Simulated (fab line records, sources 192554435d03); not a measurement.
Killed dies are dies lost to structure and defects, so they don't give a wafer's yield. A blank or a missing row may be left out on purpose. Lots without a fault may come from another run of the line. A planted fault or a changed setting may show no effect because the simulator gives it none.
fab line records | flow n5_finfet
record lots=23 wafers=69 last_day=18
route steps=1938 shown BEOL_M2@912 BEOL_M3@970
lots that met no fault: from a run of the same line without faults
start_h: hours from the record's first day to the start of the lot's first wafer shown | wait_h: hours since the lot's step before | " the same as in the row above | L1.1+2: a row that stands for several wafers | - no value, or no start given | * or withheld: withheld | < > ~ a bound
route shown NAME@n: a module of which the file shows steps, and the number in the route of the first | usual: mean/standard deviation of fault-free wafers | same: alike in all rows | chamber/n: place in a boat | sites: the reading at each site | _std_site: their standard deviation | _edge_site: outer sites' mean less inner sites' | radius_mm: how far each site lies from the wafer's centre | mask NAME#n: copy n | behind: the tool/chamber that last shaped the wafer | hold: why the lot was held/for how many hours/how that ended | device: the transistor (n, p or np) that didn't switch | end of line: the same wafers' tests at the end of the route | a step without rows: its recipe alone | killed: dies lost to structure and defects at the first sort, not the wafer's yield | map: a wafer's dies, x killed, . not, _ none there
set.NAME: the setting as run; set.NAME@STEP: as run at that earlier step | model.NAME: the simulator's own value behind a step, which no gauge read
steps of the route over a sample of lots; a table a step, a row a wafer
services: from which hour (start_h, from the record's first day; less than 0 if before it) a tool's chamber was out of use, for how many hours, and why
## steps
# step N5_BEOL_M2_SPUTTER_88
# recipe material=Cu target_thk_a=45 temp_c=-20 chamber_pressure_pa=0.07 power_w=withheld time_s=8.29
# usual chuck_gas_flow_sccm=1.26/0.05 chuck_sensor_temp_C=-15.9/0.51 throttle_valve_pct=30.3/0.95
# columns lot.wafer tool chamber start_h wait_h chuck_gas_flow_sccm chuck_sensor_temp_C throttle_valve_pct
L074.3 pvd_sputter-03 - 142.22 0.1 1.25 -15.3 31.0
L074.4 " - " " 1.24 -16.6 29.7
L074.6 " - " " 1.30 -15.2 30.6
L075.1 pvd_sputter-01 - 153.21 0.1 1.28 -16.0 28.6
L075.2 " - " " 1.26 -15.8 30.6
L075.4 " - " " 1.28 -15.5 31.7
L077.2 pvd_sputter-03 - 156.30 0.1 1.27 -15.4 30.5
L077.5 " - " " 1.18 -16.6 29.6
L077.6 " - " " 1.21 -15.4 30.7
L076.2 pvd_sputter-03 - 167.18 0.1 1.29 -15.4 30.5
L076.3 " - " " 1.30 -15.4 31.3
L076.4 " - " " 1.23 -16.7 29.9
L078.1 pvd_sputter-03 - 170.48 0.1 1.33 -16.4 29.4
L078.4 " - " " 1.33 -15.5 31.7
L078.5 " - " " 1.33 -15.3 30.9
L079.3 pvd_sputter-01 - 173.10 0.1 1.28 -15.8 30.3
L079.4 " - " " 1.18 -15.9 28.6
L079.6 " - " " 1.29 -15.4 30.2
L080.1 pvd_sputter-03 - 173.96 0.1 1.31 -15.2 30.6
L080.3 " - " " 1.30 -16.6 29.6
L080.4 " - " " 1.29 -15.5 31.4
L081.2 pvd_sputter-03 - 180.22 0.1 1.19 -15.5 31.5
L081.3 " - " " 1.22 -15.7 28.9
L081.5 " - " " 1.29 -15.6 31.5
L082.3 pvd_sputter-03 - 193.86 0.1 1.26 -15.3 30.6
L082.4 " - " " 1.19 -16.6 29.5
L082.6 " - " " 1.20 -15.6 29.4
L083.4 pvd_sputter-01 - 194.09 0.1 1.22 -15.7 31.5
L083.5 " - " " 1.23 -15.9 30.4
L083.6 " - " " 1.21 -15.6 30.2
L084.2 pvd_sputter-02 - 200.86 0.1 1.26 -16.9 29.5
L084.4 " - " " 1.20 -16.5 29.9
L084.6 " - " " 1.29 -15.5 31.7
L086.2 pvd_sputter-03 - 223.22 0.1 1.23 -15.7 29.2
L086.5 " - " " 1.15 -15.6 31.6
L086.6 " - " " 1.26 -16.8 29.7
L088.1 pvd_sputter-03 - 234.68 0.1 1.26 -15.5 31.6
L088.2 " - " " 1.28 -15.4 30.6
L088.3 " - " " 1.20 -15.7 28.9
L087.2 pvd_sputter-02 - 248.35 0.1 1.25 -15.8 29.9
L087.3 " - " " 1.18 -16.4 30.1
L087.6 " - " " 1.24 -16.6 29.5
L089.2 pvd_sputter-02 - 251.92 0.1 1.24 -15.5 31.9
L089.4 " - " " 1.27 -16.4 29.7
L089.6 " - " " 1.22 -15.9 30.1
L090.1 pvd_sputter-03 - 252.36 0.1 1.32 -15.4 30.8
L090.3 " - " " 1.21 -16.7 30.0
L090.5 " - " " 1.29 -15.5 31.4
L091.1 pvd_sputter-02 - 259.10 0.1 1.25 -15.8 30.1
L091.2 " - " " 1.20 -16.6 29.4
L091.4 " - " " 1.24 -15.5 32.2
L092.1 pvd_sputter-02 - 264.46 0.1 1.18 -15.9 30.1
L092.3 " - " " 1.24 -16.6 29.4
L092.4 " - " " 1.26 -15.5 31.5
L095.1 pvd_sputter-02 - 274.34 0.1 1.19 -16.0 29.8
L095.2 " - " " 1.24 -15.5 32.0
L095.4 " - " " 1.30 -16.8 29.3
L093.1 pvd_sputter-02 - 278.94 0.1 1.20 -15.9 29.7
L093.5 " - " " 1.34 -16.6 29.6
L093.6 " - " " 1.20 -16.5 29.8
L097.2 pvd_sputter-03 - 284.60 0.1 1.21 -15.6 31.7
L097.4 " - " " 1.29 -15.1 30.7
L097.5 " - " " 1.21 -16.8 29.6
L094.2 pvd_sputter-02 - 285.18 0.1 1.25 -15.6 31.8
L094.3 " - " " 1.32 -15.8 30.1
L094.5 " - " " 1.18 -16.6 29.6
L096.4 pvd_sputter-01 - 288.75 0.1 1.20 -15.5 30.0
L096.5 " - " " 1.35 -15.6 31.9
L096.6 " - " " 1.27 -16.1 28.5
# step N5_BEOL_M2_ANNEAL_91
# recipe temp_c=400 time_s=240 ambient=vacuum
# usual heater_power_w=828/59
# columns lot.wafer tool chamber start_h wait_h heater_power_w
L074.3 pvd_sputter-03 - 142.52 0.0 790
L074.4 " - " " 898
L074.6 " - " " 797
L075.1 pvd_sputter-01 - 153.51 0.0 738
L075.2 " - " " 800
L075.4 " - " " 773
L077.2 pvd_sputter-03 - 156.60 0.0 796
L077.5 " - " " 889
L077.6 " - " " 791
L076.2 pvd_sputter-03 - 167.48 0.0 805
L076.3 " - " " 788
L076.4 " - " " 855
L078.1 pvd_sputter-03 - 170.78 0.0 843
L078.4 " - " " 795
L078.5 " - " " 810
L079.3 pvd_sputter-01 - 173.40 0.0 820
L079.4 " - " " 764
L079.6 " - " " 730
L080.1 pvd_sputter-03 - 174.26 0.0 804
L080.3 " - " " 897
L080.4 " - " " 780
L081.2 pvd_sputter-03 - 180.52 0.0 774
L081.3 " - " " 851
L081.5 " - " " 796
L082.3 pvd_sputter-03 - 194.16 0.0 794
L082.4 " - " " 882
L082.6 " - " " 870
L083.4 pvd_sputter-01 - 194.39 0.0 788
L083.5 " - " " 811
L083.6 " - " " 752
L084.2 pvd_sputter-02 - 201.16 0.0 786
L084.4 " - " " 913
L084.6 " - " " 904
L086.2 pvd_sputter-03 - 223.52 0.0 884
L086.5 " - " " 784
L086.6 " - " " 873
L088.1 pvd_sputter-03 - 234.98 0.0 789
L088.2 " - " " 798
L088.3 " - " " 855
L087.2 pvd_sputter-02 - 248.65 0.0 833
L087.3 " - " " 922
L087.6 " - " " 763
L089.2 pvd_sputter-02 - 252.22 0.0 895
L089.4 " - " " 952
L089.6 " - " " 818
L090.1 pvd_sputter-03 - 252.66 0.0 788
L090.3 " - " " 866
L090.5 " - " " 783
L091.1 pvd_sputter-02 - 259.40 0.0 808
L091.2 " - " " 772
L091.4 " - " " 911
L092.1 pvd_sputter-02 - 264.76 0.0 820
L092.3 " - " " 768
L092.4 " - " " 910
L095.1 pvd_sputter-02 - 274.64 0.0 820
L095.2 " - " " 895
L095.4 " - " " 759
L093.1 pvd_sputter-02 - 279.24 0.0 815
L093.5 " - " " 805
L093.6 " - " " 929
L097.2 pvd_sputter-03 - 284.90 0.0 795
L097.4 " - " " 806
L097.5 " - " " 872
L094.2 pvd_sputter-02 - 285.48 0.0 900
L094.3 " - " " 808
L094.5 " - " " 769
L096.4 pvd_sputter-01 - 289.05 0.0 761
L096.5 " - " " 779
L096.6 " - " " 766
# step N5_BEOL_M3_ETCH_77
# recipe chemistry=N2/H2 target=underlayer target_depth_a=65 mask_material=CAR-EUV time_s=5.2 ion_energy_ev=200 pressure_mtorr=30 source_w=840 bias_w=150 n2_flow_sccm=200 h2_flow_sccm=200 ends=cleared
# usual drypump_motor_current_A=6.0/0.42 etch_rf_on_time_s=5.23/0.19 oes_product_au=0.68/0.085 rf_vpp_V=523.6/2.5 showerhead_plenum_p_Torr=2.53/0.078 throttle_valve_pct=17.77/0.26
# columns lot.wafer tool chamber start_h wait_h drypump_motor_current_A etch_rf_on_time_s oes_product_au rf_hours_counter_h rf_vpp_V showerhead_plenum_p_Torr throttle_valve_pct
L074.3 rie_diel-02 2 146.56 0.0 5.7 4.91 0.58 233 518.8 2.41 18.26
L074.4 " 1 " " 5.8 5.34 0.63 148 519.0 2.42 18.06
L074.6 " 1 " " 5.7 5.29 0.62 - 523.1 2.42 18.04
L075.1 rie_diel-02 0 159.27 0.0 6.7 5.18 0.75 45 523.6 2.59 17.32
L075.2 " 1 " " 5.7 5.24 0.63 152 521.8 2.42 18.05
L075.4 " 3 " " 5.8 5.19 0.64 177 519.6 2.43 17.75
L077.2 rie_diel-01 1 160.45 0.0 6.0 5.32 0.77 24 521.7 2.49 17.82
L077.5 " 1 " " 6.0 5.28 0.77 - 520.8 2.49 17.81
L077.6 " 0 " " 6.2 5.31 0.82 - 526.3 2.57 17.33
L076.2 rie_diel-03 0 173.27 0.0 5.2 5.32 0.68 108 525.0 2.55 17.60
L076.3 " 1 " " 5.9 5.45 0.81 4 521.3 2.50 17.49
L076.4 " 2 " " 6.6 5.08 0.62 215 521.5 2.51 17.92
L078.1 rie_diel-01 0 175.81 0.0 6.2 5.25 0.80 6 524.4 2.57 17.33
L078.4 " 1 " " 6.1 5.30 0.76 28 521.5 2.49 17.80
L078.5 " 0 " " 6.2 5.30 0.81 - 524.0 2.57 17.33
L079.3 rie_diel-03 0 176.89 0.0 5.3 5.36 0.67 110 524.3 2.55 17.62
L079.4 " 1 " " 5.8 5.42 0.81 5 522.9 2.50 17.49
L079.6 " 1 " " 5.9 5.43 0.81 - 522.1 2.50 17.50
L080.1 rie_diel-01 3 179.54 0.0 5.9 5.48 0.59 203 522.8 2.52 18.05
L080.3 " 0 " " 6.2 5.26 0.81 7 523.7 2.57 17.34
L080.4 " 2 " " 6.0 5.11 0.62 164 525.7 2.63 18.01
L081.2 rie_diel-03 1 183.84 0.0 5.9 5.37 0.80 8 523.7 2.50 17.50
L081.3 " 0 " " 5.2 5.39 0.67 112 525.7 2.55 17.67
L081.5 " 2 " " 6.6 5.13 0.61 - 522.1 2.51 17.91
L082.3 rie_diel-01 2 198.33 0.0 6.0 5.02 0.63 168 525.7 2.63 18.03
L082.4 " 3 " " 5.9 5.42 0.59 207 524.0 2.52 18.05
L082.6 " 3 " " 5.9 5.45 0.59 - 524.4 2.52 18.03
L083.4 rie_diel-03 2 198.52 0.0 6.6 5.16 0.61 224 523.7 2.51 17.93
L083.5 " 1 " " 5.8 5.40 0.79 - 521.5 2.49 17.53
L083.6 " 0 " " 5.3 5.36 0.67 - 523.5 2.54 17.63
L084.2 rie_diel-02 1 205.71 0.0 5.8 5.35 0.61 166 519.2 2.41 18.08
L084.4 " 1 " " 5.8 5.35 0.61 - 520.5 2.41 18.10
L084.6 " 0 " " 6.7 5.12 0.74 - 523.7 2.58 17.35
L086.2 rie_diel-02 1 228.24 0.0 5.7 5.29 0.62 173 519.1 2.41 18.12
L086.5 " 0 " " 6.6 5.08 0.72 - 524.0 2.58 17.37
L086.6 " 1 " " 5.8 5.22 0.63 - 522.5 2.41 18.10
L088.1 rie_diel-02 0 239.53 0.0 6.7 5.14 0.72 69 526.8 2.58 17.36
L088.2 " 2 " " 5.7 4.66 0.88 5 527.6 2.72 17.89
L088.3 " 1 " " 5.7 5.20 0.62 176 520.2 2.41 18.11
L087.2 rie_diel-01 1 252.57 0.0 6.1 5.25 0.75 47 520.9 2.48 17.84
L087.3 " 0 " " 6.2 5.16 0.76 27 524.9 2.56 17.34
L087.6 " 2 " " 6.0 4.99 0.62 - 526.9 2.62 18.04
L089.2 rie_diel-03 2 257.10 0.0 6.6 5.03 0.61 241 523.7 2.50 17.97
L089.4 " 0 " " 5.3 5.24 0.66 133 526.5 2.54 17.70
L089.6 " 1 " " 5.8 5.49 0.75 - 520.9 2.49 17.56
L090.1 rie_diel-02 2 257.37 0.0 5.7 4.64 0.87 8 528.7 2.71 17.92
L090.3 " 0 " " 6.7 5.21 0.71 73 524.4 2.57 17.37
L090.5 " 0 " " 6.7 5.24 0.71 - 526.8 2.57 17.39
L091.1 rie_diel-02 0 264.18 0.0 6.7 5.07 0.71 76 523.7 2.57 17.37
L091.2 " 2 " " 5.7 4.64 0.87 11 530.9 2.71 17.93
L091.4 " 1 " " 5.7 5.24 0.61 - 518.2 2.40 18.12
L092.1 rie_diel-03 3 269.97 0.0 6.4 5.24 0.59 226 524.9 2.61 17.95
L092.3 " 2 " " 6.6 5.09 0.61 245 521.1 2.50 17.96
L092.4 " 0 " " 5.3 5.21 0.66 137 524.2 2.53 17.69
L095.1 rie_diel-03 0 279.82 0.0 5.2 5.21 0.65 140 523.8 2.53 17.71
L095.2 " 1 " " 5.9 5.43 0.73 37 524.6 2.48 17.56
L095.4 " 1 " " 5.8 5.44 0.75 - 522.3 2.48 17.55
L093.1 rie_diel-03 3 283.75 0.0 6.4 5.21 0.59 229 524.8 2.60 17.97
L093.5 " 3 " " 6.4 5.20 0.59 - 526.8 2.60 17.95
L093.6 " 1 " " 5.9 5.53 0.74 - 523.5 2.48 17.57
L097.2 rie_diel-02 0 289.35 0.0 6.7 5.16 0.71 84 524.9 2.57 17.38
L097.4 " 3 " " 5.9 5.33 0.61 208 519.8 2.42 17.81
L097.5 " 1 " " 5.7 5.31 0.60 - 520.7 2.40 18.15
L094.2 rie_diel-01 0 290.98 0.0 6.2 5.30 0.74 38 525.8 2.56 17.38
L094.3 " 2 " " 6.0 5.04 0.60 196 526.2 2.61 18.08
L094.5 " 1 " " 6.1 5.39 0.72 - 523.6 2.47 17.85
L096.4 rie_diel-03 1 295.93 0.0 5.8 5.45 0.74 - 523.0 2.48 17.57
L096.5 " 3 " " 6.4 5.29 0.58 - 524.0 2.60 17.97
L096.6 " 0 " " 5.3 5.36 0.65 - 523.5 2.53 17.68
# step N5_BEOL_M3_TRENCH_ETCH_37
# recipe chemistry=C4F6/O2 target_depth_a=555.55 target=SiOC time_s=29.2 ion_energy_ev=250 pressure_mtorr=30 source_w=355 bias_w=185 Ar_flow_sccm=300 C4F6_flow_sccm=10 O2_flow_sccm=10
# usual drypump_motor_current_A=6.0/0.39 oes_f_703_au=0.79/0.077 oes_o_777_au=0.79/0.076 oes_product_au=0.80/0.096 rf_vpp_V=666/21 showerhead_plenum_p_Torr=2.83/0.081 throttle_valve_pct=20.82/0.24
# columns lot.wafer tool chamber start_h wait_h drypump_motor_current_A oes_f_703_au oes_o_777_au oes_product_au rf_hours_counter_h rf_vpp_V showerhead_plenum_p_Torr throttle_valve_pct
L074.3 rie_diel-02 1 - - 5.7 0.75 0.76 0.74 149 647 2.74 21.28
L074.4 " 0 " " 6.7 0.88 0.90 0.90 42 652 2.90 20.46
L074.6 " 1 " " 5.7 0.75 0.76 0.74 - 647 2.74 21.28
L075.1 rie_diel-02 2 - - 5.7 0.71 0.71 0.68 237 670 2.68 21.17
L075.2 " 0 " " 6.6 0.87 0.89 0.89 46 653 2.90 20.46
L075.4 " 1 " " 5.8 0.76 0.75 0.74 - 645 2.74 21.27
L077.2 rie_diel-02 2 - - 5.7 0.70 0.71 0.68 238 670 2.68 21.15
L077.5 " 0 " " 6.7 0.88 0.89 0.89 - 651 2.90 20.47
L077.6 " 2 " " 5.7 0.71 0.71 0.69 - 671 2.68 21.17
L076.2 rie_diel-03 2 - - 6.6 0.73 0.75 0.72 215 680 2.78 20.63
L076.3 " 3 " " 6.4 0.75 0.77 0.70 203 617 2.91 20.74
L076.4 " 1 " " 5.8 0.89 0.88 0.96 5 688 2.79 20.61
L078.1 rie_diel-03 1 - - 5.8 0.89 0.87 0.98 7 689 2.79 20.65
L078.4 " 3 " " 6.5 0.74 0.77 0.71 205 617 2.91 20.74
L078.5 " 3 " " 6.4 0.75 0.77 0.71 - 619 2.91 20.73
L079.3 rie_diel-03 3 - - 6.4 0.75 0.77 0.70 206 618 2.90 20.75
L079.4 " 1 " " 5.9 0.88 0.86 0.96 7 688 2.79 20.63
L079.6 " 3 " " 6.5 0.75 0.76 0.70 - 617 2.90 20.75
L080.1 rie_diel-01 0 - - 6.2 0.91 0.88 0.95 8 657 2.91 20.61
L080.3 " 1 " " 6.1 0.89 0.89 0.90 30 666 2.79 20.89
L080.4 " 3 " " 5.9 0.68 0.67 0.70 203 668 2.84 20.97
L081.2 rie_diel-01 1 - - 6.1 0.89 0.89 0.89 31 666 2.79 20.89
L081.3 " 3 " " 5.9 0.68 0.67 0.70 204 667 2.83 20.98
L081.5 " 2 " " 6.0 0.75 0.73 0.72 - 681 2.94 21.01
L082.3 rie_diel-03 0 - - 5.2 0.79 0.80 0.77 118 678 2.84 20.63
L082.4 " 3 " " 6.4 0.74 0.76 0.69 212 617 2.90 20.75
L082.6 " 1 " " 5.8 0.86 0.84 0.94 - 688 2.79 20.63
L083.4 rie_diel-02 3 - - 5.9 0.70 0.70 0.73 - 707 2.70 20.57
L083.5 " 1 " " 5.7 0.74 0.74 0.73 - 647 2.73 21.31
L083.6 " 0 " " 6.7 0.86 0.86 0.87 - 652 2.89 20.49
L084.2 rie_diel-01 0 - - 6.2 0.88 0.85 0.92 18 656 2.91 20.63
L084.4 " 2 " " 6.1 0.74 0.72 0.71 174 680 2.94 21.03
L084.6 " 2 " " 6.0 0.75 0.72 0.71 - 682 2.94 21.03
L086.2 rie_diel-01 1 - - 6.0 0.87 0.87 0.88 41 666 2.78 20.92
L086.5 " 2 " " 6.0 0.74 0.72 0.72 - 679 2.94 21.04
L086.6 " 1 " " 6.1 0.87 0.87 0.88 - 667 2.78 20.91
L087.2 rie_diel-03 2 - - 6.6 0.72 0.73 0.71 240 683 2.77 20.68
L087.3 " 1 " " 5.8 0.82 0.81 0.90 30 687 2.78 20.66
L087.6 " 1 " " 5.8 0.83 0.82 0.90 - 687 2.78 20.66
L088.1 rie_diel-01 0 - - 6.2 0.86 0.83 0.90 28 658 2.90 20.65
L088.2 " 1 " " 6.1 0.86 0.87 0.87 47 665 2.78 20.92
L088.3 " 2 " " 6.0 0.73 0.71 0.71 184 680 2.93 21.04
L089.2 rie_diel-02 1 - - 5.7 0.72 0.73 0.71 180 646 2.73 21.33
L089.4 " 1 " " 5.7 0.73 0.73 0.72 - 647 2.73 21.32
L089.6 " 0 " " 6.7 0.85 0.85 0.84 - 652 2.89 20.50
L090.1 rie_diel-01 2 - - 6.0 0.73 0.71 0.71 186 679 2.93 21.04
L090.3 " 0 " " 6.2 0.86 0.83 0.89 29 657 2.90 20.67
L090.5 " 0 " " 6.2 0.85 0.83 0.90 - 658 2.90 20.66
L091.1 rie_diel-01 0 - - 6.2 0.84 0.82 0.89 32 657 2.90 20.64
L091.2 " 1 " " 6.1 0.85 0.85 0.85 52 666 2.78 20.93
L091.4 " 3 " " 5.9 0.67 0.66 0.69 223 669 2.83 20.98
L092.1 rie_diel-02 0 - - 6.7 0.84 0.85 0.83 78 653 2.89 20.50
L092.3 " 2 " " 5.7 0.98 0.99 0.99 14 680 3.01 20.84
L092.4 " 3 " " 5.8 0.70 0.70 0.72 202 707 2.70 20.57
L095.1 rie_diel-03 1 - - 5.9 0.82 0.79 0.88 39 689 2.78 20.67
L095.2 " 0 " " 5.3 0.76 0.78 0.76 143 676 2.83 20.65
L095.4 " 0 " " 5.2 0.77 0.79 0.76 - 677 2.83 20.68
L093.1 rie_diel-02 3 - - 5.8 0.70 0.70 0.72 207 706 2.70 20.58
L093.5 " 3 " " 5.8 0.70 0.70 0.72 - 706 2.70 20.57
L093.6 " 2 " " 5.7 0.97 0.97 0.97 - 682 3.01 20.87
L097.2 rie_diel-03 3 - - 6.4 0.73 0.75 0.69 232 619 2.89 20.78
L097.4 " 1 " " 5.8 0.80 0.79 0.88 - 688 2.78 20.68
L097.5 " 0 " " 5.3 0.77 0.77 0.76 - 677 2.83 20.65
L094.2 rie_diel-01 3 - - 5.9 0.66 0.66 0.68 229 667 2.82 21.02
L094.3 " 2 " " 6.0 0.72 0.70 0.70 197 679 2.93 21.08
L094.5 " 3 " " 5.9 0.67 0.66 0.68 - 669 2.82 21.01
L096.4 rie_diel-03 1 - - 5.8 0.81 0.80 0.87 - 688 2.78 20.68
L096.5 " 3 " " 6.5 0.73 0.75 0.69 - 618 2.89 20.80
L096.6 " 0 " " 5.3 0.76 0.78 0.75 - 677 2.82 20.69
# step N5_BEOL_M3_ETCH_41
# recipe chemistry=CH3F/O2 target=SiCN target_depth_a=299 taper_deg=2 time_s=52.5 ion_energy_ev=120 mask_material=TiN pressure_mtorr=30 source_w=395 bias_w=75 Ar_flow_sccm=150 CH3F_flow_sccm=30 O2_flow_sccm=20
# usual drypump_motor_current_A=6.0/0.38 oes_product_au=0.80/0.096 rf_vpp_V=297.3/1.6 showerhead_plenum_p_Torr=1.99/0.06 throttle_valve_pct=16.30/0.23
# columns lot.wafer tool chamber start_h wait_h drypump_motor_current_A oes_product_au rf_hours_counter_h rf_vpp_V showerhead_plenum_p_Torr throttle_valve_pct
L074.3 rie_diel-02 1 - - 5.7 0.74 149 295.6 1.93 16.73
L074.4 " 0 " " 6.7 0.90 42 298.0 2.05 15.94
L074.6 " 1 " " 5.7 0.74 - 295.6 1.93 16.75
L075.1 rie_diel-02 2 - - 5.7 0.68 237 295.4 1.88 16.68
L075.2 " 0 " " 6.6 0.89 46 298.2 2.04 15.93
L075.4 " 1 " " 5.7 0.73 - 295.1 1.93 16.74
L077.2 rie_diel-02 2 - - 5.8 0.69 238 296.2 1.88 16.66
L077.5 " 0 " " 6.7 0.88 - 298.2 2.04 15.95
L077.6 " 2 " " 5.7 0.69 - 296.1 1.88 16.68
L076.2 rie_diel-03 2 - - 6.6 0.72 215 295.4 1.96 16.24
L076.3 " 3 " " 6.5 0.71 203 298.1 2.05 16.32
L076.4 " 1 " " 5.8 0.97 5 297.2 1.96 16.03
L078.1 rie_diel-03 1 - - 5.8 0.96 7 296.7 1.96 16.04
L078.4 " 3 " " 6.4 0.70 205 299.3 2.05 16.32
L078.5 " 3 " " 6.4 0.71 - 299.7 2.05 16.34
L079.3 rie_diel-03 3 - - 6.5 0.71 206 298.0 2.05 16.33
L079.4 " 1 " " 5.8 0.96 7 296.9 1.96 16.03
L079.6 " 3 " " 6.5 0.70 - 298.6 2.05 16.32
L080.1 rie_diel-01 0 - - 6.2 0.95 8 298.2 2.05 16.02
L080.3 " 1 " " 6.1 0.89 30 296.8 1.95 16.28
L080.4 " 3 " " 5.9 0.70 203 297.1 1.99 16.43
L081.2 rie_diel-01 1 - - 6.0 0.89 31 296.0 1.95 16.30
L081.3 " 3 " " 5.9 0.70 204 296.8 1.99 16.42
L081.5 " 2 " " 6.0 0.72 - 298.3 2.07 16.49
L082.3 rie_diel-03 0 - - 5.3 0.78 118 297.5 2.00 16.19
L082.4 " 3 " " 6.4 0.70 212 298.3 2.05 16.33
L082.6 " 1 " " 5.8 0.95 - 296.0 1.95 16.06
L083.4 rie_diel-02 3 - - 5.8 0.73 - 294.7 1.90 16.12
L083.5 " 1 " " 5.7 0.71 - 294.8 1.92 16.78
L083.6 " 0 " " 6.7 0.86 - 297.4 2.04 15.99
L084.2 rie_diel-01 0 - - 6.2 0.93 18 298.6 2.05 16.06
L084.4 " 2 " " 6.0 0.71 174 298.9 2.06 16.47
L084.6 " 2 " " 6.0 0.71 - 297.2 2.06 16.49
L086.2 rie_diel-01 1 - - 6.0 0.88 41 295.6 1.95 16.31
L086.5 " 2 " " 6.0 0.71 - 298.5 2.06 16.49
L086.6 " 1 " " 6.0 0.88 - 296.5 1.95 16.29
L087.2 rie_diel-03 2 - - 6.5 0.71 240 298.0 1.95 16.29
L087.3 " 1 " " 5.8 0.90 30 295.4 1.95 16.08
L087.6 " 1 " " 5.8 0.90 - 297.2 1.95 16.09
L088.1 rie_diel-01 0 - - 6.2 0.90 28 297.7 2.04 16.05
L088.2 " 1 " " 6.1 0.87 47 294.8 1.95 16.31
L088.3 " 2 " " 6.0 0.72 184 299.0 2.06 16.49
L089.2 rie_diel-02 1 - - 5.8 0.71 180 295.3 1.92 16.81
L089.4 " 1 " " 5.7 0.71 - 295.3 1.92 16.79
L089.6 " 0 " " 6.6 0.86 - 298.8 2.04 15.99
L090.1 rie_diel-01 2 - - 6.0 0.70 186 299.3 2.06 16.52
L090.3 " 0 " " 6.2 0.90 29 298.4 2.04 16.08
L090.5 " 0 " " 6.2 0.89 - 298.4 2.04 16.07
L091.1 rie_diel-01 0 - - 6.2 0.89 32 297.8 2.04 16.08
L091.2 " 1 " " 6.0 0.86 52 295.8 1.95 16.32
L091.4 " 3 " " 5.9 0.69 223 295.4 1.98 16.47
L092.1 rie_diel-02 0 - - 6.6 0.84 78 296.6 2.03 16.00
L092.3 " 2 " " 5.7 0.98 14 300.7 2.12 16.26
L092.4 " 3 " " 5.9 0.72 202 296.7 1.89 16.15
L095.1 rie_diel-03 1 - - 5.8 0.88 39 296.8 1.95 16.09
L095.2 " 0 " " 5.3 0.76 143 297.0 1.99 16.22
L095.4 " 0 " " 5.2 0.76 - 296.7 1.99 16.23
L093.1 rie_diel-02 3 - - 5.8 0.72 207 295.9 1.89 16.15
L093.5 " 3 " " 5.9 0.72 - 295.2 1.89 16.15
L093.6 " 2 " " 5.7 0.97 - 301.1 2.12 16.29
L097.2 rie_diel-03 3 - - 6.4 0.69 232 298.0 2.04 16.39
L097.4 " 1 " " 5.8 0.89 - 294.1 1.95 16.11
L097.5 " 0 " " 5.2 0.76 - 297.5 1.99 16.23
L094.2 rie_diel-01 3 - - 5.9 0.68 229 295.7 1.98 16.46
L094.3 " 2 " " 6.0 0.71 197 300.1 2.06 16.54
L094.5 " 3 " " 5.9 0.69 - 296.2 1.98 16.47
L096.4 rie_diel-03 1 - - 5.8 0.88 - 296.7 1.94 16.12
L096.5 " 3 " " 6.4 0.68 - 299.2 2.04 16.39
L096.6 " 0 " " 5.3 0.76 - 296.6 1.99 16.24
# step N5_BEOL_M3_PRE_CLEAN_45
# recipe gas=H2/He time_s=30 temp_c=250
# usual heater_power_w=325/24
# columns lot.wafer tool chamber start_h wait_h heater_power_w
L074.3 pvd_sputter-01 - 150.17 0.0 306
L074.4 " - " " 319
L074.6 " - " " 305
L075.1 pvd_sputter-03 - 161.12 0.0 323
L075.2 " - " " 317
L075.4 " - " " 316
L077.2 pvd_sputter-02 - 165.13 0.0 331
L077.5 " - " " 376
L077.6 " - " " 303
L076.2 pvd_sputter-01 - 174.68 0.0 329
L076.3 " - " " 301
L076.4 " - " " 301
L078.1 pvd_sputter-02 - 179.61 0.0 329
L078.4 " - " " 359
L078.5 " - " " 335
L079.3 pvd_sputter-01 - 182.35 0.0 299
L079.4 " - " " 298
L079.6 " - " " 297
L080.1 pvd_sputter-03 - 182.38 0.0 354
L080.3 " - " " 321
L080.4 " - " " 352
L081.2 pvd_sputter-01 - 185.79 0.0 304
L081.3 " - " " 295
L081.5 " - " " 329
L082.3 pvd_sputter-03 - 204.04 0.0 353
L082.4 " - " " 356
L082.6 " - " " 342
L083.4 pvd_sputter-01 - 215.94 0.0 314
L083.5 " - " " 308
L083.6 " - " " 297
L084.2 pvd_sputter-01 - 217.10 0.0 325
L084.4 " - " " 308
L084.6 " - " " 313
L086.2 pvd_sputter-01 - 232.93 0.0 306
L086.5 " - " " 298
L086.6 " - " " 301
L088.1 pvd_sputter-02 - 255.82 0.0 369
L088.2 " - " " 361
L088.3 " - " " 302
L087.2 pvd_sputter-02 - 255.90 0.0 333
L087.3 " - " " 306
L087.6 " - " " 358
L089.2 pvd_sputter-01 - 259.76 0.0 311
L089.4 " - " " 332
L089.6 " - " " 328
L090.1 pvd_sputter-02 - 260.14 0.0 368
L090.3 " - " " 333
L090.5 " - " " 316
L091.1 pvd_sputter-01 - 269.06 0.0 315
L091.2 " - " " 299
L091.4 " - " " 298
L092.1 pvd_sputter-01 - 272.30 0.0 306
L092.3 " - " " 308
L092.4 " - " " 329
L095.1 pvd_sputter-03 - 286.60 0.0 312
L095.2 " - " " 353
L095.4 " - " " 349
L093.1 pvd_sputter-02 - 287.28 0.0 362
L093.5 " - " " 325
L093.6 " - " " 366
L097.2 pvd_sputter-02 - 290.52 0.0 369
L097.4 " - " " 300
L097.5 " - " " 313
L094.2 pvd_sputter-01 - 295.97 0.0 309
L094.3 " - " " 308
L094.5 " - " " 300
L096.4 pvd_sputter-03 - 299.17 0.0 349
L096.5 " - " " 321
L096.6 " - " " 359
## services
# columns tool chamber start_h hours kind
pvd_sputter-01 - 118.52 3.9 repair
rie_diel-03 1 142.19 - clean
rie_diel-03 1 142.19 - consumable_replace:focus_ring
rie_diel-03 1 142.19 18.4 scheduled_down
rie_diel-03 1 142.19 18.4 vent_cycle
rie_diel-01 0 143.73 - clean
rie_diel-01 0 143.73 - consumable_replace:focus_ring
rie_diel-01 0 143.73 12.9 scheduled_down
rie_diel-01 0 143.73 12.9 vent_cycle
rie_diel-02 3 159.82 13.2 repair
rie_diel-01 - 185.38 2.8 pm
rie_diel-02 2 203.25 - clean
rie_diel-02 2 203.25 - consumable_replace:focus_ring
rie_diel-02 2 203.25 - consumable_replace:showerhead
rie_diel-02 2 203.25 16.7 scheduled_down
rie_diel-01 1 203.57 9.8 repair
rie_diel-01 3 254.41 9.7 repair
rie_diel-02 3 255.88 9.2 repair
rie_diel-03 3 274.13 5.8 repair
rie_diel-01 3 275.10 4.1 repair
rie_diel-03 2 283.09 - clean
rie_diel-03 2 283.09 - consumable_replace:focus_ring
rie_diel-03 2 283.09 32.6 scheduled_down
rie_diel-03 2 283.09 32.6 vent_cycle
## key
fault none
